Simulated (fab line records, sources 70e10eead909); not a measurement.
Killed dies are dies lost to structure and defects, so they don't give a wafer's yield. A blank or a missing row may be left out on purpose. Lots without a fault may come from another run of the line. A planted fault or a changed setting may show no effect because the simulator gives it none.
A struck lot beside a sound one | flow nand_harc | 14 steps out of a route of 1159
Sound: wafers L340.1, L340.4, L340.5. Struck: wafers L342.2, L342.3, L342.5. The cause comes at the end.
At each step with rows: each side's tool, then ch and its chambers, then its first start. Under that, the readings that differ: sound wafers | struck wafers | difference of the means | sigmas: that difference in standard deviations of wafers without a fault.
alike: readings whose means differ by less than 2 such deviations, and words and numbers that are the same on both sides. not compared: withheld readings, readings that some wafer has no value for, bounds like >300 that may hide the same value, and numbers for which the record gives no deviation and whose values overlap.
The two part at a step that has a row with sigmas, a row that says differs or no value, or rows on one side only. Numbers that don't overlap but have no deviation are shown without sigmas and don't part them. A reading that every wafer of one side lacks parts them only if that side has two wafers or more.

first, 9 steps without rows for these wafers: NHARC_P_ZERO_WELL_STRIP_15 (strips in SPM, time 900 s); NHARC_P_ZERO_WELL_DEHYDRATE_16 (time 120 s); NHARC_P_ZERO_WELL_HMDS_17 (time 30 s); NHARC_P_ZERO_WELL_COAT_18; NHARC_P_ZERO_WELL_SOFTBAKE_19 (time 95 s); NHARC_P_ZERO_WELL_EBR_20; NHARC_P_ZERO_WELL_EXPOSE_21 (exposes mask P NWELL, target cd 720 nm); NHARC_P_ZERO_WELL_PEB_22 (peb time 85 s); NHARC_P_ZERO_WELL_DEVELOP_23 (time 70 s).
NHARC_P_ZERO_WELL_CD_MEAS_24: target cd 720 nm.
  sound on cd_sem-03 ch 0, day 1 20:31; struck on cd_sem-01 ch 0, day 2 08:28
  alike: cd_nm
then, 1 step without rows for these wafers: NHARC_P_ZERO_WELL_HARDBAKE_25 (time 80 s).
NHARC_P_ZERO_WELL_DESCUM_26: chemistry O2, time 3 s.
  sound on rie_diel-02 ch 0,3, day 1 20:41; struck on rie_diel-01 ch 0,1,2, day 2 08:38
  alike: chamber_pressure_mTorr, drypump_motor_current_A, oes_product_au, rf_vpp_V, showerhead_plenum_p_Torr, throttle_valve_pct
  not compared: rf_hours_counter_h
NHARC_P_ZERO_WELL_IMPLANT_27:
  sound on implanter-02 ch 0, day 1 20:50; struck on implanter-02 ch 0, day 2 09:14
  alike: faraday_current_uA
then, 1 step without rows for these wafers: NHARC_P_ZERO_WELL_IMPLANT_57.

WHERE THEY PART
Nowhere in this record.

WHY: what the simulator had put in
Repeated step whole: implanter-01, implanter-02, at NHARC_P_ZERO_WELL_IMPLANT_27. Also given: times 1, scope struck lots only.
